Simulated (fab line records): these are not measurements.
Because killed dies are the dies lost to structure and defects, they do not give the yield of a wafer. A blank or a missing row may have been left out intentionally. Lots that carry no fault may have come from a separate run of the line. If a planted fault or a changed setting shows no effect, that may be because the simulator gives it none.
fab line records | flow n5-finfet | part 2 of 2: steps 17 to 29 of 29
record: lots: 5 wafers: 15 last-day: 16
route steps=1938 shown DUMMY_GATE@243 SPACER0@258 SD_EPI_N@262
lots untouched by any fault: they come from a run of this same line in which no faults occurred
start-h: hours from the record's opening day to when the first of the lot's shown wafers began | wait-h: how many hours have passed since the lot's step before this one | " the same as in the row above | L1.1+2: a row that stands for several wafers | - value missing, or start not given | * or withheld: withheld | < > ~ a bound
route shown NAME@n: NAME is a module with steps in the file, n the number in the route of the first one | usual: mean/standard deviation of fault-free wafers | same: alike in all rows | chamber/n: place in a boat | sites: readings site by site | _std_site: their standard deviation | _edge_site: mean of outer sites minus mean of inner sites | radius-mm: for every site, how far away it sits from the centre of the wafer | mask NAME#n: copy n | behind: tool/chamber where the wafer was last shaped | hold: why the lot went on hold/how many hours it stayed there/how the hold came to an end | device: the n, p or np transistor that did not switch | end of line: tests run on the same wafers once the route is complete | for a step that has no rows: nothing shown but its recipe | killed: dies that structure and defects cost at the first sort, which is not the same as the wafer's yield | map: the dies of a wafer, with x for killed, . for not killed, _ for no die there
set.NAME: setting as actually run; set.NAME@STEP: the setting as run at that earlier step | model.NAME: the simulator's own value behind a step, which no gauge read
lots at some steps of the route; a table a step, a row a wafer
services: from which hour (start-h, from the record's first day; less than 0 if before it) a tool's chamber was out of use, for how many hours, and why
== steps ==
step: N5_SPACER0_ALD_00
recipe: material: SiOCN target-thk-a: 35 temp-c: 400 ald-precursor-family: alkyl-aminosilane ald-co-reactant: O2/N2-plasma pulse-time-s: 3 purge-time-s: 2 co-reactant-purge-time-s: 2 ald-cycles: 58 pressure-torr: 2
usual: heater-power-w: 803/61 precursor-pulse-height-rel: 1.001/0.018 susceptor-temp-C: 400.00/0.21
same: purge-time-s: 2
columns lot.wafer tool chamber start-h wait-h heater-power-w precursor-pulse-height-rel since-wet-clean-h susceptor-temp-C
L076.1 ald-sin-01 1 60.98 0.1 834 0.984 157 399.78
L076.4 " 2 " " 831 0.991 - 399.77
L076.5 " 1 " " 816 1.001 - 399.80
L081.1 ald-sin-01 3 90.21 0.1 768 0.995 186 399.83
L081.5 " 3 " " 796 1.015 - 399.81
L081.6 " 1 " " 821 0.995 - 400.47
L089.1 ald-sin-03 3 138.86 0.1 885 0.988 328 400.25
L089.3 " 0 " " 841 1.007 328 399.93
L089.4 " 1 " " 729 0.988 328 399.71
L092.1 ald-sin-03 1 156.57 0.1 754 0.993 346 399.99
L092.3 " 0 " " 856 0.980 346 399.89
L092.6 " 0 " " 831 0.987 - 400.02
L093.1 ald-sin-01 2 161.67 0.1 831 0.972 258 399.93
L093.2 " 0 " " 676 1.032 258 399.74
L093.4 " 2 " " 839 0.977 - 400.24
step: N5_SPACER0_ALD_08
recipe: material: SiNx target-thk-a: 20 temp-c: 400 ald-precursor-family: SiH2I2 ald-co-reactant: N2/H2-plasma pressure-torr: 2
usual: heater-power-w: 803/60 susceptor-temp-C: 399.97/0.22
columns lot.wafer tool chamber start-h wait-h heater-power-w since-wet-clean-h susceptor-temp-C
L076.1 ald-sin-01 1 61.24 0.1 835 157 399.95
L076.4 " 2 " " 809 - 400.05
L076.5 " 1 " " 844 - 399.91
L081.1 ald-sin-01 3 90.47 0.1 782 186 400.06
L081.5 " 3 " " 770 - 400.06
L081.6 " 1 " " 825 - 400.30
L089.1 ald-sin-03 3 139.12 0.1 898 328 399.79
L089.3 " 0 " " 864 328 399.93
L089.4 " 1 " " 747 328 400.22
L092.1 ald-sin-03 1 156.83 0.1 732 346 399.97
L092.3 " 0 " " 826 346 399.69
L092.6 " 0 " " 849 - 399.60
L093.1 ald-sin-01 2 161.92 0.1 835 258 399.81
L093.2 " 0 " " 661 258 400.07
L093.4 " 2 " " 841 - 400.35
step: N5_SPACER0_INSPECT_04
recipe: inspect-instrument: darkfield mode: post-dep
usual: raw-defect-count: 150/34
columns lot.wafer tool chamber start-h wait-h raw-defect-count
L076.1 defect-inspect-02 - 61.40 0.1 174
L076.4 " - " " 169
L076.5 " - " " 122
L081.1 defect-inspect-01 - 90.62 0.1 126
L081.5 " - " " 151
L081.6 " - " " 127
L089.1 defect-inspect-01 - 139.27 0.1 125
L089.3 " - " " 110
L089.4 " - " " 144
L092.1 defect-inspect-01 - 156.98 0.1 128
L092.3 " - " " 105
L092.6 " - " " 126
L093.1 defect-inspect-02 - 162.08 0.1 82
L093.2 " - " " 134
L093.4 " - " " 144
step: N5_SD_EPI_N_COAT_32
recipe: resist: SOC temp-c: 250 time-s: 60 spin-rpm: 1500 resist-thk-nm: 350
columns lot.wafer tool chamber start-h wait-h
L076.1+4+5 litho-track-01 0 61.43 0.0
L081.1+5+6 litho-track-02 0 90.66 0.0
L089.1+3+4 litho-track-02 0 139.31 0.0
L092.1+3+6 litho-track-01 0 157.02 0.0
L093.1+2+4 litho-track-01 0 162.11 0.0
step: N5_SD_EPI_N_COAT_33
recipe: resist: SiARC temp-c: 220 time-s: 60 spin-rpm: 1500 resist-thk-nm: 35
columns lot.wafer tool chamber start-h wait-h
L076.1+4+5 litho-track-01 0 - -
L081.1+5+6 litho-track-02 0 - -
L089.1+3+4 litho-track-02 0 - -
L092.1+3+6 litho-track-01 0 - -
L093.1+2+4 litho-track-01 0 - -
step: N5_SD_EPI_N_COAT_03
recipe: resist: CAR-ArF-block spin-rpm: 1500 resist-thk-nm: 150
columns lot.wafer tool chamber start-h wait-h
L076.1+4+5 litho-track-01 0 - -
L081.1+5+6 litho-track-02 0 - -
L089.1+3+4 litho-track-02 0 - -
L092.1+3+6 litho-track-01 0 - -
L093.1+2+4 litho-track-01 0 - -
step: N5_SD_EPI_N_EBR_05
recipe: solvent: PGMEA ebr-width-mm: 1.5
columns lot.wafer tool chamber start-h wait-h
L076.1+4+5 litho-track-01 0 - -
L081.1+5+6 litho-track-02 0 - -
L089.1+3+4 litho-track-02 0 - -
L092.1+3+6 litho-track-01 0 - -
L093.1+2+4 litho-track-01 0 - -
step: N5_SD_EPI_N_SOFTBAKE_04
recipe: temp-c: 110 time-s: 60 resist: CAR-ArF-block
columns lot.wafer tool chamber start-h wait-h
L076.1+4+5 litho-track-01 0 - -
L081.1+5+6 litho-track-02 0 - -
L089.1+3+4 litho-track-02 0 - -
L092.1+3+6 litho-track-01 0 - -
L093.1+2+4 litho-track-01 0 - -
step: N5_SD_EPI_N_EXPOSE_06
recipe: mask-id: SD_N_BLK na: 1.35 source-shape: conventional sigma-outer: 0.8 polarization: unpolarized target-cd-nm: 120 dose-mj: 39.75
same: na: 1.35
columns lot.wafer tool chamber start-h wait-h mask
L076.1+4+5 arfi-scanner-03 0 61.67 - SD_N_BLK#0
L081.1+5+6 arfi-scanner-03 0 90.90 - SD_N_BLK#0
L089.1+3+4 arfi-scanner-03 0 139.55 - SD_N_BLK#0
L092.1+3+6 arfi-scanner-02 0 157.26 - SD_N_BLK#0
L093.1+2+4 arfi-scanner-01 0 162.36 - SD_N_BLK#0
step: N5_SD_EPI_N_PEB_07
recipe: peb-temp-c: 110 peb-time-s: 60 resist: CAR-ArF-block
columns lot.wafer tool chamber start-h wait-h
L076.1+4+5 litho-track-01 0 61.73 0.1
L081.1+5+6 litho-track-01 0 90.96 0.1
L089.1+3+4 litho-track-01 0 139.61 0.1
L092.1+3+6 litho-track-02 0 157.32 0.1
L093.1+2+4 litho-track-04 0 162.41 0.1
step: N5_SD_EPI_N_DEVELOP_08
recipe: develop-time-s: 30 developer: TMAH resist: CAR-ArF-block dev-temp-c: 23 rinse-liquid: diw dry: air-spin
columns lot.wafer tool chamber start-h wait-h
L076.1+4+5 litho-track-01 0 - -
L081.1+5+6 litho-track-01 0 - -
L089.1+3+4 litho-track-01 0 - -
L092.1+3+6 litho-track-02 0 - -
L093.1+2+4 litho-track-04 0 - -
step: N5_SD_EPI_N_CD_MEAS_09
recipe: target-cd-nm: 120 landing-energy-ev: 500 detector: se-inlens
usual: cd-nm: 120.1/1.3
columns lot.wafer tool chamber start-h wait-h cd-nm
L076.1 cd-sem-03 0 61.80 - 121.2
L076.4 " 0 " " 120.8
L076.5 " 0 " " 122.1
L081.1 cd-sem-03 0 91.02 - 122.5
L081.5 " 0 " " 121.5
L081.6 " 0 " " 120.1
L089.1 cd-sem-02 0 139.67 - 121.1
L089.3 " 0 " " 122.2
L089.4 " 0 " " 120.9
L092.1 cd-sem-01 0 157.38 - 118.7
L092.3 " 0 " " 117.5
L092.6 " 0 " " 118.3
L093.1 cd-sem-01 0 162.48 - 119.9
L093.2 " 0 " " 118.7
L093.4 " 0 " " 118.8
step: N5_SD_EPI_N_OVL_MEAS_10
recipe: points-per-wafer: 44
usual: SD_N_BLK_OVL: 0.0/0.75
same: points-per-wafer: 44
columns lot.wafer tool chamber start-h wait-h SD_N_BLK_OVL[nm]
L076.1 overlay-02 0 61.83 0.0 0.4
L076.4 " 0 " " 0.8
L076.5 " 0 " " 0.1
L081.1 overlay-02 0 91.05 0.0 -2.3
L081.5 " 0 " " -1.8
L081.6 " 0 " " -0.7
L089.1 overlay-01 0 139.70 0.0 0.8
L089.3 " 0 " " 0.9
L089.4 " 0 " " 0.3
L092.1 overlay-01 0 157.41 0.0 0.0
L092.3 " 0 " " 0.3
L092.6 " 0 " " -0.5
L093.1 overlay-01 0 162.51 0.0 0.7
L093.2 " 0 " " -0.1
L093.4 " 0 " " -1.3
== services ==
columns tool chamber start-h hours kind
ald-sin-01 - 39.01 4.3 pm
arfi-scanner-01 - 40.28 4.9 pm
arfi-scanner-02 - 42.25 5.7 repair
rie-diel-05 - 42.56 2.8 pm
rie-diel-04 3 44.36 6.6 repair
arfi-scanner-03 - 47.37 2.1 repair
rie-diel-05 0 48.06 8.5 repair
rie-si-01 3 50.64 5.8 repair
rie-diel-04 3 51.82 4.5 repair
arfi-scanner-03 - 54.29 0.8 pm
ald-sin-01 0 57.93 6.9 repair
arfi-scanner-03 - 59.73 1.3 pm
rie-diel-01 2 78.79 3.0 repair
ald-sin-01 2 86.81 36.7 repair
rie-diel-01 - 100.88 0.9 repair
arfi-scanner-03 - 103.69 1.0 pm
rie-si-06 - 108.52 0.1 repair
ald-sin-03 2 111.45 3.5 repair
rie-si-06 1 114.25 13.2 repair
rie-diel-04 0 135.51 2.6 repair
rie-diel-04 2 137.67 9.0 repair
arfi-scanner-03 - 145.09 0.2 repair
rie-diel-05 3 154.00 3.5 repair
rie-diel-04 - 156.29 1.1 repair
